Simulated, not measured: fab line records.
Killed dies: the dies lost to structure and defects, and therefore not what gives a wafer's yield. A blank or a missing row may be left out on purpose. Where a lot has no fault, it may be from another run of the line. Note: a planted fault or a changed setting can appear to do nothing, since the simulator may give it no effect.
Struck lot and sound lot, side by side || flow n5 finfet || 39 out of 1938 route steps
Sound: the wafers L432.2, L432.3, L432.6. Struck: wafers L438.4, L438.5, L438.6. The cause comes at the end.
Per side, at each step with rows, come the tool, then ch with its chambers, and then its first start. Under that, the readings that differ: sound wafers || struck wafers || difference of the means || sigmas: that difference in standard deviations of wafers without a fault.
alike: readings whose means differ by less than 2 such deviations, and words and numbers that are the same on both sides. not compared: withheld readings, readings that some wafer has no value for, bounds like >300 that may hide the same value, and numbers for which the record gives no deviation and whose values overlap.
The two part at a step that has a row with sigmas, a row that says differs or no value, or rows on one side only. Non-overlapping numbers with no deviation appear without sigmas and do not part them. Lack of a reading on every wafer of one side parts them only where that side has two or more wafers.

first, 11 steps without rows for these wafers: N5_MOL_CONTACT_COAG_STRIP_96 (strips in N2/H2); N5_MOL_CONTACT_COAG_ETCH_47 (etches SiNx in CH3F/O2, stops on W, target depth 27 nm); N5_MOL_CONTACT_COAG_STRIP_119 (strips in N2/H2, time 30 s); N5_MOL_CONTACT_COAG_PRECLEAN_144 (cleans in alkaline clean, time 60 s); N5_MOL_CONTACT_COAG_SRD_145 (time 30 s); N5_MOL_CONTACT_COAG_COAT_62 (time 60 s, resist thk 60 nm); N5_MOL_CONTACT_COAG_COAT_63 (time 60 s, resist thk 10 nm); N5_MOL_CONTACT_COAG_COAT_64 (time 60 s, resist thk 10 nm); N5_MOL_CONTACT_COAG_COAT_34 (resist thk 40 nm); N5_MOL_CONTACT_COAG_EBR_36; N5_MOL_CONTACT_COAG_SOFTBAKE_35 (time 60 s).
N5_MOL_CONTACT_COAG_EXPOSE_37: exposes mask VD, defocus 0 nm.
  sound on euv scanner-02 ch 0, day 7 18:03; struck on euv scanner-02 ch 0, day 9 06:08
{"reading": "model.MOL_CONTACT_COAG.overlay x nm (nm)", "sound": "0.2 0.2 0.2", "struck": "6.6 6.6 6.6", "difference": "+6.4", "sigmas": ""}
  alike: mask
then, 2 steps without rows for these wafers: N5_MOL_CONTACT_COAG_PEB_38 (peb time 60 s); N5_MOL_CONTACT_COAG_DEVELOP_39 (develop time 30 s).
N5_MOL_CONTACT_COAG_OVL_MEAS_41:
  sound on overlay-01 ch 0, day 7 18:13; struck on overlay-01 ch 0, day 9 06:18
{"reading": "VD_OVL (nm)", "sound": "0.2 0.3 0.1", "struck": "5.1 6.3 6.2", "difference": "+5.7", "sigmas": "+9"}
then, 22 steps without rows for these wafers: N5_MOL_CONTACT_COAG_DESCUM_45 (chemistry O2, time 7 s); N5_MOL_CONTACT_COAG_ETCH_65 (etches underlayer in N2/H2, target depth 13 nm, time 10.4 s); N5_MOL_CONTACT_COAG_ETCH_66 (etches SiARC in CF4, target depth 13 nm, time 21.7 s); N5_MOL_CONTACT_COAG_ALD_133 (deposits SiO2, target thk 5 nm, pulse time 1 s, co reactant pulse time 1 s); N5_MOL_CONTACT_COAG_ETCHBACK_134 (etches SiO2 in CHF3, target depth 10 nm, time 6.7 s); N5_MOL_CONTACT_COAG_ETCH_67 (etches SOC in N2/H2, target depth 60 nm, overetch 21 nm, time 101.2 s); N5_MOL_CONTACT_COAG_STRIP_68 (strips in N2/H2); N5_MOL_CONTACT_COAG_STRIP_69 (strips in N2/H2); N5_MOL_CONTACT_COAG_ETCHBACK_136 (etches SiO2 in CHF3, target depth 25 nm, time 16.7 s); N5_MOL_CONTACT_COAG_STRIP_120 (strips in CHF3); N5_MOL_CONTACT_COAG_VIA_ETCH_117 (etches SiO2 in C4F6/O2, target depth 40 nm, overetch 8 nm, time 26 s); N5_MOL_CONTACT_COAG_ETCH_124 (etches SiNx in CH3F/O2, stops on SiOC, target depth 6.5 nm); N5_MOL_CONTACT_COAG_ETCH_48 (etches SiOC in C4F6/O2, target depth 15 nm, overetch 4.5 nm, time 17 s); N5_MOL_CONTACT_COAG_STRIP_72 (strips in N2/H2); N5_MOL_CONTACT_COAG_STRIP_49 (strips in N2/H2, time 30 s); N5_MOL_CONTACT_COAG_PRECLEAN_138 (cleans in alkaline clean, time 60 s); N5_MOL_CONTACT_COAG_SRD_139 (time 30 s); N5_MOL_CONTACT_COAG_PRE_CLEAN_121; N5_MOL_CONTACT_COAG_CVD_140 (deposits W, target thk 66.5 nm, time 215 s); N5_MOL_CONTACT_COAG_PRECLEAN_127 (cleans in DIW, time 57.5 s); N5_MOL_CONTACT_COAG_SRD_128 (dry time 32 s); N5_MOL_CONTACT_COAG_CMP_52 (polishes, stops on SiO2, t overpolish 1.5 s, target thk 66.5 nm).
-- here the record skips 3 days between the struck wafers' starts before and after, leaving off in module MOL_CONTACT_COAG and picking up in module BEOL_M4 (first step shown: number 1111 of the route) --
N5_BEOL_M4_RC_MEAS_101:
  sound on prober-02 ch 0, day 11 14:32; struck on prober-01 ch 0, day 12 14:20
{"reading": "ION_P (uA/um)", "sound": "454 475 465", "struck": "450 460 445", "difference": -13, "sigmas": -2}
{"reading": "VT_P (mV)", "sound": "-250 -250 -249", "struck": "-256 -259 -257", "difference": -8, "sigmas": -2}
  alike: DIBL_N, DIBL_P, IOFF_N, IOFF_P, ION_N, SS_N, SS_P, VT_N
-- a jump in the record: the struck wafers' starts before and after are 5 days apart (it breaks off in module BEOL_M4 and resumes in module PASSIVATION, where the first step shown is number 1936 of the route) --
N5_PASSIVATION_PROBE_49:
  record: rows for the struck wafers here (prober-01, day 17 18:22), none for the sound ones

== WHERE THEY PART ==
First at N5_MOL_CONTACT_COAG_OVL_MEAS_41; last, within this record, at N5_PASSIVATION_PROBE_49.

WHY: what the simulator had put in
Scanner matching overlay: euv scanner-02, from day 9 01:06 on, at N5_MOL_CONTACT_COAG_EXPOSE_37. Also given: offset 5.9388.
